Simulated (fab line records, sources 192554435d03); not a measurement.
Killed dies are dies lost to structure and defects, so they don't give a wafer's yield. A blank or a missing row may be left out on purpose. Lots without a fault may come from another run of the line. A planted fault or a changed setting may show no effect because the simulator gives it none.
A struck lot beside a sound one | flow n5_finfet | 23 steps out of a route of 1938
Sound: wafers L463.1, L463.3, L463.5. Struck: wafers L452.1, L452.2, L452.6. The cause comes at the end.
At each step with rows: each side's tool, then ch and its chambers, then its first start. Under that, the readings that differ: sound wafers | struck wafers | difference of the means | sigmas: that difference in standard deviations of wafers without a fault.
alike: readings whose means differ by less than 2 such deviations, and words and numbers that are the same on both sides. not compared: withheld readings, readings that some wafer has no value for, bounds like >300 that may hide the same value, and numbers for which the record gives no deviation and whose values overlap.
The two part at a step that has a row with sigmas, a row that says differs or no value, or rows on one side only. Numbers that don't overlap but have no deviation are shown without sigmas and don't part them. A reading that every wafer of one side lacks parts them only if that side has two wafers or more.

first, 8 steps without rows for these wafers: N5_BEOL_M10_ANNEAL_51 (time 90 s); N5_BEOL_M10_CMP_52 (polishes, stops on SiCOH lowk, t overpolish 7 s, target thk 140 nm); N5_BEOL_M10_PRE_CLEAN_55 (time 15 s); N5_BEOL_M10_DEP_56 (deposits SiCN from 3MS/NH3, target thk 15 nm, time 26.5 s); N5_BEOL_M11_ILD_DEP_00 (deposits SiCOH lowk from DEMS/porogen, target thk 308.51 nm, time 58 s); N5_BEOL_M11_CURE_71 (cures SiCOH lowk, time 240 s); N5_BEOL_M11_PECVD_70 (deposits SiO2 from TEOS/O2, target thk 20 nm, time 22.7 s); N5_BEOL_M11_HM_DEP_02 (deposits TiN, target thk 20 nm).
N5_BEOL_M11_COAT_59: time 60 s, resist thk 100 nm.
  sound on litho_track-04 ch 0, day 15 20:35; struck on litho_track-02 ch 0, day 13 03:43
  reading                                   | sound                | struck               | difference | sigmas
  spin_speed_rpm (rpm)                      | 1498.5 1499.6 1499.4 | 1908.1 1907.8 1908.6 | +409.0     | +99 or more
  model.SOC_of_BEOL_M11_COAT_59.thk_nm (nm) | 100.6 100.6 100.8    | 88.8 89 89           | -11.7      |
then, 9 steps without rows for these wafers: N5_BEOL_M11_COAT_60 (time 60 s, resist thk 30 nm); N5_BEOL_M11_COAT_05 (resist thk 90 nm); N5_BEOL_M11_EBR_07; N5_BEOL_M11_SOFTBAKE_06 (time 60 s); N5_BEOL_M11_EXPOSE_08 (exposes mask M11); N5_BEOL_M11_PEB_09 (peb time 60 s); N5_BEOL_M11_DEVELOP_10 (develop time 30 s); N5_BEOL_M11_DESCUM_16 (chemistry O2, time 7.9 s); N5_BEOL_M11_ETCH_61 (etches SiARC in CF4, target depth 39 nm, time 65 s).
N5_BEOL_M11_ETCH_62: etches SOC in N2/H2, target depth 110 nm, overetch 22 nm, time 165 s.
  sound on rie_diel-05 ch 1,2,3, day 15 21:30; struck on rie_diel-03 ch 2,3, day 13 04:08
  reading                  | sound             | struck            | difference | sigmas
  bias_w (W)               | 150.3 150.5 150.8 | 149.2 149.0 149.3 | -1.4       | -3
  model.etch.depth_nm (nm) | 100.5 100.5 100.8 | 88.88 88.96 88.99 | -11.66     |
  alike: drypump_motor_current_A, oes_product_au, rf_vpp_V, showerhead_plenum_p_Torr, throttle_valve_pct
  not compared: rf_hours_counter_h
then, 2 steps without rows for these wafers: N5_BEOL_M11_STRIP_68 (strips in N2/H2); N5_BEOL_M11_STRIP_67 (strips in CF4).
N5_BEOL_M11_HM_OPEN_17: chemistry Cl2/BCl3, target TiN, target depth 20 nm, overetch 6 nm.
  sound on rie_metal-03 ch 0,1, day 15 21:41; struck on rie_metal-03 ch 0,1, day 13 04:19
  reading                                   | sound          | struck       | difference | sigmas
  model.SOC_of_BEOL_M11_COAT_59.thk_nm (nm) | 92.4 92.6 92.6 | 80.8 80.8 81 | -11.7      |
  alike: bias_w, drypump_motor_current_A, oes_product_au, throttle_valve_pct
  not compared: rf_hours_counter_h
then, 1 step without rows for these wafers: N5_BEOL_M11_STRIP_19 (strips in O2).

WHERE THEY PART
First at N5_BEOL_M11_COAT_59; last, within this record, at N5_BEOL_M11_ETCH_62. Later steps at which nothing parts them and some readings are alike: N5_BEOL_M11_HM_OPEN_17.

WHY: what the simulator had put in
Process parameter drift: litho_track-02, from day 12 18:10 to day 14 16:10, at N5_BEOL_M11_COAT_59. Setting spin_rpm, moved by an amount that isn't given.
